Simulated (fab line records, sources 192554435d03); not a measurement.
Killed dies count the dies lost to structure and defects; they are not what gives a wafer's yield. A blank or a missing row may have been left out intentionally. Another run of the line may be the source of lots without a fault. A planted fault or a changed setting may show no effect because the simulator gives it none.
Which tool was responsible?	flow n5-finfet	Sampling: 21 lots, 63 wafers, 6 of 1938 route steps

WHAT EACH GAUGE READ, for each wafer
The record lacks any reading of a measuring or inspecting step that a usual standard deviation could be used to judge.

TOOL THAT RAN EACH LOT (tool first, then ch and the chambers of the sampled wafers, then the start)
lot	N5_MOL_CONTACT_COAG_DESCUM_13	N5_MOL_CONTACT_COAG_ETCH_106	N5_MOL_CONTACT_COAG_ANNEAL_113	N5_MOL_CONTACT_COAG_SPUTTER_130	N5_MOL_CONTACT_COAG_VIA_ETCH_46	N5_MOL_CONTACT_COAG_ETCH_67
L076	rie-diel-05 ch 0,2,3, day 5 05:00	rie-diel-05 ch 0,2,3, day 5 05:05	rtp-anneal-01 ch 0, day 5 08:59	pvd-sputter-01, day 5 10:11	rie-diel-01 ch 1,2,3, day 5 14:59	rie-diel-05 ch 0,1, day 5 16:46
L077	rie-diel-05 ch 1,2,3, day 5 11:34	rie-diel-05 ch 1,2,3, day 5 11:39	rtp-anneal-02 ch 0, day 5 14:50	pvd-sputter-02, day 5 16:19	rie-diel-05 ch 1,3, day 5 20:50	rie-diel-03 ch 0,2, day 5 22:17
L078	rie-diel-05 ch 0,2, day 5 17:26	rie-diel-05 ch 0,2, day 5 17:31	rtp-anneal-02 ch 0, day 5 21:18	pvd-sputter-01, day 6 02:14	rie-diel-01 ch 2,3, day 6 06:49	rie-diel-03 ch 0,1, day 6 08:25
L079	rie-diel-05 ch 0,2,3, day 6 03:22	rie-diel-05 ch 0,2,3, day 6 03:27	rtp-anneal-01 ch 0, day 6 06:13	pvd-sputter-02, day 6 08:44	rie-diel-03 ch 0,1,3, day 6 13:25	rie-diel-03 ch 0,2,3, day 6 14:35
L080	rie-diel-05 ch 1,3, day 6 04:35	rie-diel-05 ch 1,3, day 6 04:40	rtp-anneal-02 ch 0, day 6 09:56	pvd-sputter-03, day 6 11:44	rie-diel-03 ch 1,2,3, day 6 16:22	rie-diel-05 ch 1,2, day 6 17:37
L081	rie-diel-05 ch 1,2,3, day 6 11:01	rie-diel-05 ch 1,2,3, day 6 11:05	rtp-anneal-02 ch 0, day 6 14:31	pvd-sputter-01, day 6 18:55	rie-diel-05 ch 0,1, day 6 23:40	rie-diel-03 ch 1,2,3, day 7 00:59
L082	rie-diel-03 ch 0,1, day 6 15:11	rie-diel-03 ch 0,1, day 6 15:16	rtp-anneal-01 ch 0, day 6 20:30	pvd-sputter-02, day 6 22:27	rie-diel-05 ch 0,3, day 7 02:49	rie-diel-01 ch 2,3, day 7 04:08
L083	rie-diel-05 ch 0,2, day 6 19:22	rie-diel-05 ch 0,2, day 6 19:27	rtp-anneal-01 ch 0, day 6 23:26	pvd-sputter-03, day 7 00:58	rie-diel-03 ch 0,1, day 7 05:19	rie-diel-03 ch 0,3, day 7 06:41
L084	rie-diel-05 ch 1,3, day 7 03:17	rie-diel-05 ch 1,3, day 7 03:22	rtp-anneal-02 ch 0, day 7 07:57	pvd-sputter-02, day 7 13:21	rie-diel-03 ch 2,3, day 7 18:16	rie-diel-03 ch 1,2, day 7 20:51
L085	rie-diel-05 ch 1,3, day 7 15:45	rie-diel-05 ch 1,3, day 7 15:50	rtp-anneal-02 ch 0, day 7 18:50	pvd-sputter-03, day 7 20:03	rie-diel-01 ch 0,2,3, day 8 01:31	rie-diel-01 ch 0,1,3, day 8 03:59
L086	rie-diel-01 ch 0,1, day 7 19:52	rie-diel-01 ch 0,1, day 7 19:57	rtp-anneal-01 ch 0, day 8 01:05	pvd-sputter-02, day 8 02:49	rie-diel-01 ch 0,3, day 8 09:27	rie-diel-05 ch 0,1, day 8 10:41
L087	rie-diel-03 ch 0,1,3, day 7 22:33	rie-diel-03 ch 0,1,3, day 7 22:38	rtp-anneal-02 ch 0, day 8 01:22	pvd-sputter-03, day 8 02:54	rie-diel-03 ch 1,2, day 8 08:26	rie-diel-01 ch 0,1,3, day 8 09:50
L088	rie-diel-05 ch 1,2,3, day 8 09:26	rie-diel-05 ch 1,2,3, day 8 09:31	rtp-anneal-01 ch 0, day 8 12:31	pvd-sputter-02, day 8 13:43	rie-diel-03 ch 0,1,2, day 8 19:37	rie-diel-05 ch 0,1,2, day 8 22:22
L089	rie-diel-03 ch 0,1,3, day 8 11:49	rie-diel-03 ch 0,1,3, day 8 11:54	rtp-anneal-02 ch 0, day 8 14:44	pvd-sputter-03, day 8 16:28	rie-diel-03 ch 0,1, day 8 22:44	rie-diel-03 ch 0,3, day 9 00:36
L090	rie-diel-03 ch 0,1, day 8 15:13	rie-diel-03 ch 0,1, day 8 15:18	rtp-anneal-01 ch 0, day 8 18:11	pvd-sputter-02, day 8 20:46	rie-diel-03 ch 0,3, day 9 03:04	rie-diel-01 ch 0,1,3, day 9 04:44
L091	rie-diel-05 ch 1,2, day 9 00:50	rie-diel-05 ch 1,2, day 9 00:55	rtp-anneal-02 ch 0, day 9 04:53	pvd-sputter-01, day 9 05:48	rie-diel-05 ch 0,1,2, day 9 10:34	rie-diel-03 ch 1,2, day 9 11:56
L093	rie-diel-03 ch 0,1, day 9 11:14	rie-diel-03 ch 0,1, day 9 11:19	rtp-anneal-02 ch 0, day 9 16:12	pvd-sputter-01, day 9 18:42	rie-diel-03 ch 1,3, day 9 23:55	rie-diel-05 ch 0,3, day 10 01:11
L094	rie-diel-01 ch 1,3, day 9 18:59	rie-diel-01 ch 1,3, day 9 19:05	rtp-anneal-02 ch 0, day 9 23:24	pvd-sputter-01, day 10 00:58	rie-diel-05 ch 0,1,3, day 10 06:26	rie-diel-01 ch 0,1,2, day 10 07:33
L095	rie-diel-01 ch 0,1,3, day 9 23:47	rie-diel-01 ch 0,1,3, day 9 23:52	rtp-anneal-01 ch 0, day 10 02:31	pvd-sputter-03, day 10 05:54	rie-diel-03 ch 1,2,3, day 10 11:13	rie-diel-01 ch 0,2,3, day 10 12:23
L096	rie-diel-01 ch 0,1,2, day 10 04:26	rie-diel-01 ch 0,1,2, day 10 04:31	rtp-anneal-02 ch 0, day 10 07:52	pvd-sputter-03, day 10 09:08	rie-diel-01 ch 0,2,3, day 10 13:49	rie-diel-05 ch 0,1,3, day 10 14:57
L097	rie-diel-03 ch 0,1,2, day 10 11:44	rie-diel-03 ch 0,1,2, day 10 11:49	rtp-anneal-01 ch 0, day 10 17:34	pvd-sputter-02, day 10 20:04	rie-diel-05 ch 0,1,3, day 11 00:28	rie-diel-03 ch 1,2,3, day 11 02:08
- N5_MOL_CONTACT_COAG_DESCUM_13: chemistry O2, time 7 s.
- N5_MOL_CONTACT_COAG_ETCH_106: etches SOC in N2/H2, target depth 80 nm, overetch 16 nm, time 120 s.
- N5_MOL_CONTACT_COAG_ANNEAL_113: time 300 s.
- N5_MOL_CONTACT_COAG_SPUTTER_130: material Co, target thk 47.5 nm.
- N5_MOL_CONTACT_COAG_VIA_ETCH_46: etches SiO2 in C4F6/O2, target depth 46 nm, overetch 9.2 nm, time 40 s.
- N5_MOL_CONTACT_COAG_ETCH_67: etches SOC in N2/H2, target depth 60 nm, overetch 21 nm, time 101.2 s.

WHAT THE TOOLS THEMSELVES READ (means of the sampled wafers that have a number; where no wafer has one, the mark that the record gives instead)
N5_MOL_CONTACT_COAG_DESCUM_13.
lot	tool	drypump-motor-current-A (A)	oes-product-au (a.u.)	rf-vpp-V (V)	showerhead-plenum-p-Torr (Torr)	throttle-valve-pct (%)
L076	rie-diel-05	5.7	0.73	243.2	2.11	20.65
L077	rie-diel-05	5.7	0.72	243.7	2.11	20.55
L078	rie-diel-05	5.3	0.74	244.6	2.16	20.71
L079	rie-diel-05	5.7	0.72	243.0	2.10	20.66
L080	rie-diel-05	5.9	0.72	243.7	2.11	20.47
L081	rie-diel-05	5.8	0.72	243.6	2.11	20.56
L082	rie-diel-03	5.8	0.84	244.2	2.14	20.18
L083	rie-diel-05	5.3	0.73	244.2	2.16	20.71
L084	rie-diel-05	6.2	0.70	242.4	2.05	20.53
L085	rie-diel-05	5.9	0.72	243.4	2.10	20.49
L086	rie-diel-01	5.8	0.86	242.0	2.07	20.24
L087	rie-diel-03	5.7	0.81	244.0	2.09	20.08
L088	rie-diel-05	5.8	0.70	244.6	2.10	20.59
L089	rie-diel-03	5.8	0.81	242.7	2.09	20.08
L090	rie-diel-03	5.8	0.78	244.8	2.16	20.24
L091	rie-diel-05	5.5	0.72	244.3	2.16	20.55
L093	rie-diel-03	5.8	0.77	244.6	2.15	20.25
L094	rie-diel-01	5.7	0.68	242.6	2.07	20.54
L095	rie-diel-01	5.7	0.76	242.6	2.06	20.42
L096	rie-diel-01	5.8	0.85	242.3	2.06	20.35
L097	rie-diel-03	5.5	0.76	243.3	2.12	20.32

N5_MOL_CONTACT_COAG_ETCH_106.
lot	tool	drypump-motor-current-A (A)	n2-flow-sccm (sccm)	oes-product-au (a.u.)	rf-vpp-V (V)	showerhead-plenum-p-Torr (Torr)	throttle-valve-pct (%)
L076	rie-diel-05	5.7	200.1	0.66	524.4	2.56	18.11
L077	rie-diel-05	5.8	200.2	0.65	524.4	2.55	17.92
L078	rie-diel-05	5.3	199.8	0.67	526.3	2.65	18.29
L079	rie-diel-05	5.7	200.3	0.65	524.6	2.56	18.14
L080	rie-diel-05	5.9	199.3	0.66	525.0	2.54	17.73
L081	rie-diel-05	5.8	200.4	0.65	524.5	2.55	17.94
L082	rie-diel-03	5.8	199.9	0.75	526.2	2.61	17.67
L083	rie-diel-05	5.3	200.2	0.66	526.2	2.65	18.29
L084	rie-diel-05	6.2	200.2	0.63	522.2	2.46	17.79
L085	rie-diel-05	5.9	200.8	0.65	525.3	2.53	17.74
L086	rie-diel-01	5.9	200.0	0.77	522.8	2.51	17.67
L087	rie-diel-03	5.8	200.0	0.72	524.1	2.57	17.61
L088	rie-diel-05	5.8	200.1	0.64	523.4	2.54	17.96
L089	rie-diel-03	5.8	199.4	0.72	524.5	2.56	17.62
L090	rie-diel-03	5.8	200.0	0.70	525.8	2.62	17.67
L091	rie-diel-05	5.5	200.6	0.66	526.6	2.61	17.91
L093	rie-diel-03	5.8	200.1	0.69	526.5	2.61	17.69
L094	rie-diel-01	5.6	199.9	0.62	522.2	2.51	17.94
L095	rie-diel-01	5.7	199.7	0.68	522.6	2.51	17.80
L096	rie-diel-01	5.8	199.5	0.76	522.7	2.50	17.74
L097	rie-diel-03	5.6	199.8	0.68	524.9	2.58	17.74

N5_MOL_CONTACT_COAG_ANNEAL_113.
lot	tool	lamp-power-pct (%)	lamp_zone_1_pct (%)	wafer_temp_C_max
L076	rtp-anneal-01	2.48	2.48	402.5
L077	rtp-anneal-02	2.56	2.57	401.6
L078	rtp-anneal-02	2.56	2.56	401.8
L079	rtp-anneal-01	2.48	2.48	402.6
L080	rtp-anneal-02	2.56	2.56	401.8
L081	rtp-anneal-02	2.56	2.56	402.0
L082	rtp-anneal-01	2.48	2.48	402.8
L083	rtp-anneal-01	2.48	2.48	402.7
L084	rtp-anneal-02	2.56	2.56	401.9
L085	rtp-anneal-02	2.56	2.56	401.9
L086	rtp-anneal-01	2.48	2.48	402.3
L087	rtp-anneal-02	2.56	2.56	402.8
L088	rtp-anneal-01	2.48	2.48	401.8
L089	rtp-anneal-02	2.56	2.57	402.4
L090	rtp-anneal-01	2.48	2.48	402.9
L091	rtp-anneal-02	2.56	2.56	402.2
L093	rtp-anneal-02	2.56	2.56	402.1
L094	rtp-anneal-02	2.56	2.56	402.1
L095	rtp-anneal-01	2.48	2.48	402.8
L096	rtp-anneal-02	2.56	2.56	401.7
L097	rtp-anneal-01	2.48	2.48	402.0

N5_MOL_CONTACT_COAG_SPUTTER_130.
lot	tool	throttle-valve-pct (%)
L076	pvd-sputter-01	29.8
L077	pvd-sputter-02	29.4
L078	pvd-sputter-01	29.6
L079	pvd-sputter-02	30.3
L080	pvd-sputter-03	29.7
L081	pvd-sputter-01	30.4
L082	pvd-sputter-02	29.2
L083	pvd-sputter-03	30.0
L084	pvd-sputter-02	28.9
L085	pvd-sputter-03	29.7
L086	pvd-sputter-02	30.3
L087	pvd-sputter-03	30.1
L088	pvd-sputter-02	30.3
L089	pvd-sputter-03	29.6
L090	pvd-sputter-02	30.1
L091	pvd-sputter-01	31.2
L093	pvd-sputter-01	28.8
L094	pvd-sputter-01	29.5
L095	pvd-sputter-03	30.0
L096	pvd-sputter-03	29.5
L097	pvd-sputter-02	29.3

N5_MOL_CONTACT_COAG_VIA_ETCH_46.
lot	tool	drypump-motor-current-A (A)	oes-product-au (a.u.)	rf-vpp-V (V)	showerhead-plenum-p-Torr (Torr)	throttle-valve-pct (%)
L076	rie-diel-01	5.7	0.64	1573	2.82	40.9
L077	rie-diel-05	5.9	0.67	1633	2.85	40.7
L078	rie-diel-01	5.6	0.64	1558	2.81	41.1
L079	rie-diel-03	5.8	0.73	1586	2.85	40.5
L080	rie-diel-03	5.5	0.73	1577	2.81	40.5
L081	rie-diel-05	5.5	0.69	1636	2.92	41.0
L082	rie-diel-05	6.1	0.63	1606	2.79	41.2
L083	rie-diel-03	5.8	0.72	1613	2.93	40.7
L084	rie-diel-03	5.5	0.71	1551	2.76	40.4
L085	rie-diel-01	5.7	0.70	1557	2.81	41.1
L086	rie-diel-01	5.7	0.70	1553	2.82	41.1
L087	rie-diel-03	5.2	0.71	1595	2.84	40.8
L088	rie-diel-03	5.5	0.69	1604	2.88	40.7
L089	rie-diel-03	5.8	0.70	1613	2.92	40.7
L090	rie-diel-03	5.8	0.70	1559	2.80	40.3
L091	rie-diel-05	5.4	0.66	1635	2.91	41.2
L093	rie-diel-03	5.7	0.73	1585	2.81	40.4
L094	rie-diel-05	5.9	0.73	1630	2.96	41.2
L095	rie-diel-03	5.5	0.70	1574	2.80	40.5
L096	rie-diel-01	5.8	0.75	1556	2.80	41.0
L097	rie-diel-05	5.8	0.72	1630	2.96	41.2

N5_MOL_CONTACT_COAG_ETCH_67.
lot	tool	drypump-motor-current-A (A)	n2-flow-sccm (sccm)	oes-product-au (a.u.)	rf-vpp-V (V)	showerhead-plenum-p-Torr (Torr)	throttle-valve-pct (%)
L076	rie-diel-05	5.5	199.3	0.65	526.3	2.62	17.84
L077	rie-diel-03	5.3	200.4	0.64	524.6	2.59	17.66
L078	rie-diel-03	5.7	200.7	0.70	525.5	2.61	17.65
L079	rie-diel-03	5.5	200.5	0.66	524.4	2.56	17.59
L080	rie-diel-05	5.3	200.5	0.62	525.8	2.64	18.10
L081	rie-diel-03	5.5	199.8	0.68	523.6	2.54	17.64
L082	rie-diel-01	5.7	200.2	0.59	523.0	2.51	18.23
L083	rie-diel-03	5.8	200.4	0.67	523.0	2.53	17.52
L084	rie-diel-03	5.2	200.1	0.65	524.4	2.56	17.73
L085	rie-diel-01	5.8	200.4	0.65	522.9	2.51	17.79
L086	rie-diel-05	5.5	199.9	0.63	525.8	2.63	18.07
L087	rie-diel-01	5.7	200.3	0.65	523.1	2.51	17.80
L088	rie-diel-05	5.4	199.9	0.62	524.9	2.62	18.10
L089	rie-diel-03	5.8	200.1	0.64	524.4	2.58	17.60
L090	rie-diel-01	5.8	200.1	0.64	523.7	2.51	17.80
L091	rie-diel-03	5.2	199.7	0.64	523.8	2.55	17.76
L093	rie-diel-05	6.1	200.4	0.76	528.2	2.68	17.76
L094	rie-diel-01	5.8	200.2	0.71	523.0	2.50	17.72
L095	rie-diel-01	5.7	199.5	0.70	523.0	2.50	17.93
L096	rie-diel-05	5.9	200.2	0.67	527.7	2.64	17.85
L097	rie-diel-03	5.5	199.9	0.65	522.9	2.52	17.70

THE ANSWER, worked out from the rows above alone
Rule: the usual values come from the lots themselves. The widest of any qualifying gaps counts: lots, ordered by their means at a reading, are off when they make up no more than a third of the lots, leave a main group of 4 or more, and stand apart from it by 3 or more times the standard deviation of that group's means. A main group whose means are all the same, to the digits that the tables above print for the reading, isn't used. A lot without any number at a reading at which 4 lots or more have one is off too. Any other lot the step has rows for is counted as sound. Order of review: gauges by route order, followed by the tools' own readings, for which a lot's mean as printed above is used. The first step at which some lot is off is used, and at that step the reading that is off furthest; a lot without a number counts as furthest.
None of the lots is off at any reading shown; this tells nothing.

WHAT HAD BEEN PUT IN BY THE SIMULATOR
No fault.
